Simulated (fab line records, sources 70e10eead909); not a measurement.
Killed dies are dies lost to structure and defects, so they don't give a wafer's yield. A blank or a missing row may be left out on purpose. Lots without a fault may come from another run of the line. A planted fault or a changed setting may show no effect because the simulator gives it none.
Chamber matching | flow nand_harc | NHARC_P_M0_DEP_32 on pecvd-04: 3 sister chambers
The step deposits SiCN, target thk 30 nm. 3 wafers are shown with their chamber, then 12 later ones without.

WAFERS WITH THEIR CHAMBER
wafer  | chamber | showerhead_vpp_V (V)
L084.3 | 1       | 1337
L086.1 | 0       | 1184
L086.4 | 2       | 1379

WAFERS WITHOUT THEIR CHAMBER
wafer  | showerhead_vpp_V (V)
L087.4 | 1355
L087.5 | 1368
L087.6 | 1183
L094.1 | 1352
L094.2 | 1218
L094.6 | 1192
L095.2 | 1341
L095.5 | 1211
L095.6 | 1411
L096.1 | 1397
L096.3 | 1359
L096.6 | 1375

WHICH CHAMBER EACH WENT THROUGH
wafer  | from the rows above     | in truth
L087.4 | can't be placed: 1 or 2 | 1
L087.5 | can't be placed: 2 or 1 | 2
L087.6 | 0                       | 0
L094.1 | can't be placed: 1 or 2 | 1
L094.2 | 0                       | 0
L094.6 | 0                       | 0
L095.2 | can't be placed: 1 or 2 | 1
L095.5 | 0                       | 0
L095.6 | 2                       | 2
L096.1 | 2                       | 2
L096.3 | can't be placed: 2 or 1 | 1
L096.6 | can't be placed: 2 or 1 | 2
Placed correctly: 6 of 12. Can't be placed from these rows: 6 (the true chamber is among the candidates in 6). Placed wrongly: 0.
How it was worked out, from the rows above alone: a wafer's distance from a chamber is the root of the sum, over the readings, of the square of ((its reading less the chamber's mean) divided by the reading's scatter). The wafer belongs to the nearest chamber; if the next one is less than 2 further off, it can't be placed. A chamber's mean is the mean of its shown wafers. The scatter: with one shown wafer a chamber, the root of the mean of the squares of how far each hidden wafer lies from its nearest shown one.
